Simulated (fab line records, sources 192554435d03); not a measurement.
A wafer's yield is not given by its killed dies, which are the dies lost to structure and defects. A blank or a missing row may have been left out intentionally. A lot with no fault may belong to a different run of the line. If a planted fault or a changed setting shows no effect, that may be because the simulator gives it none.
Which tool was responsible?    flow n5_finfet    12 lots with 36 wafers sampled at 5 steps, on a route of 1938 steps

## WHAT THE GAUGES READ, wafer by wafer
N5_BEOL_M0_SAQP_CD_MEAS_25: the cd target is 13.1 nm.
lot   measured      on         cd_nm (nm)
L075  day 6 00:56   cd_sem-01  12.79 13.02 12.71
L077  day 6 12:46   cd_sem-02  12.53 12.97 12.69
L079  day 7 03:40   cd_sem-03  13.16 12.83 12.74
L080  day 7 12:22   cd_sem-01  12.84 12.70 12.51
L083  day 8 00:13   cd_sem-03  12.43 12.89 12.83
L085  day 8 11:59   cd_sem-02  12.99 12.99 12.96
L087  day 8 23:55   cd_sem-03  12.76 12.83 12.64
L089  day 9 06:05   cd_sem-02  12.90 12.61 12.35
L091  day 9 19:04   cd_sem-03  12.94 12.62 12.81
L093  day 10 13:02  cd_sem-02  12.85 12.96 12.88
L095  day 11 04:32  cd_sem-02  12.45 13.01 12.64
L097  day 11 13:03  cd_sem-02  12.89 12.64 12.81

## WHAT TOOL EACH LOT RAN ON (gives the tool, then ch and the chambers of the sampled wafers, and finally the start)
lot   N5_MOL_CONTACT_COAG_ETCH_90         N5_MOL_CONTACT_COAG_ETCH_65         N5_MOL_CONTACT_COAG_CVD_140    N5_BEOL_M0_SAQP_HM_DEP_02
L075  rie_diel-04 ch 0,1,3, day 5 11:51   rie_diel-05 ch 0,2, day 5 13:13     cvd_w-01 ch 0,1, day 5 15:03   pvd_sputter-03, day 5 22:28
L077  rie_diel-04 ch 1,2, day 6 01:49     rie_diel-05 ch 0,2,3, day 6 03:20   cvd_w-01 ch 0,1, day 6 04:52   pvd_sputter-02, day 6 09:08
L079  rie_diel-04 ch 0,3, day 6 16:37     rie_diel-05 ch 2,3, day 6 18:23     cvd_w-01 ch 0,1, day 6 19:47   pvd_sputter-03, day 7 00:42
L080  rie_diel-05 ch 1,2,3, day 7 01:25   rie_diel-06 ch 1,2,3, day 7 02:59   cvd_w-01 ch 0,1, day 7 03:55   pvd_sputter-03, day 7 09:41
L083  rie_diel-04 ch 2,3, day 7 14:04     rie_diel-05 ch 0,2, day 7 15:38     cvd_w-02 ch 0,1, day 7 16:34   pvd_sputter-02, day 7 21:38
L085  rie_diel-05 ch 0,1,3, day 7 21:36   rie_diel-06 ch 1,2,3, day 7 22:57   cvd_w-01 ch 0, day 7 23:52     pvd_sputter-01, day 8 07:33
L087  rie_diel-06 ch 1,2, day 8 12:08     rie_diel-06 ch 0,1, day 8 13:59     cvd_w-01 ch 0,1, day 8 15:12   pvd_sputter-02, day 8 19:39
L089  rie_diel-06 ch 1,2, day 8 19:32     rie_diel-04 ch 2,3, day 8 21:16     cvd_w-02 ch 0,1, day 8 22:18   pvd_sputter-03, day 9 03:35
L091  rie_diel-05 ch 0,1,2, day 9 09:16   rie_diel-05 ch 1,2, day 9 10:37     cvd_w-01 ch 0,1, day 9 11:37   pvd_sputter-01, day 9 16:24
L093  rie_diel-06 ch 1,2,3, day 10 01:43  rie_diel-05 ch 0,1,3, day 10 03:10  cvd_w-01 ch 0,1, day 10 04:05  pvd_sputter-01, day 10 09:36
L095  rie_diel-05 ch 0,3, day 10 16:59    rie_diel-04 ch 0,2, day 10 18:46    cvd_w-02 ch 0,1, day 10 19:47  pvd_sputter-03, day 11 01:11
L097  rie_diel-06 ch 0,1, day 11 00:40    rie_diel-05 ch 0,1,3, day 11 02:19  cvd_w-01 ch 0,1, day 11 03:14  pvd_sputter-03, day 11 08:28
- N5_MOL_CONTACT_COAG_ETCH_90: etches SiARC in CF4, target depth 13 nm, time 21.7 s.
- N5_MOL_CONTACT_COAG_ETCH_65: etches underlayer in N2/H2, target depth 13 nm, time 10.4 s.
- N5_MOL_CONTACT_COAG_CVD_140: deposits W, target thk 66.5 nm, time 215 s.
- N5_BEOL_M0_SAQP_HM_DEP_02: deposits TiN, target thk 12 nm.

## THE ANSWER, worked out from the rows above alone
Rule: usual is defined by the lots themselves. The widest of any qualifying gaps counts: lots, ordered by their means at a reading, are off when they make up no more than a third of the lots, leave a main group of 4 or more, and stand apart from it by 3 or more times the standard deviation of that group's means. If all means in a main group match to the digits the tables above print for the reading, that group is not used. A lot without any number at a reading at which 4 lots or more have one is off too. Any other lot the step has rows for is counted as sound.
No lot is off at any reading shown: from this, nothing can be told.

## WHAT HAD BEEN PUT IN BY THE SIMULATOR
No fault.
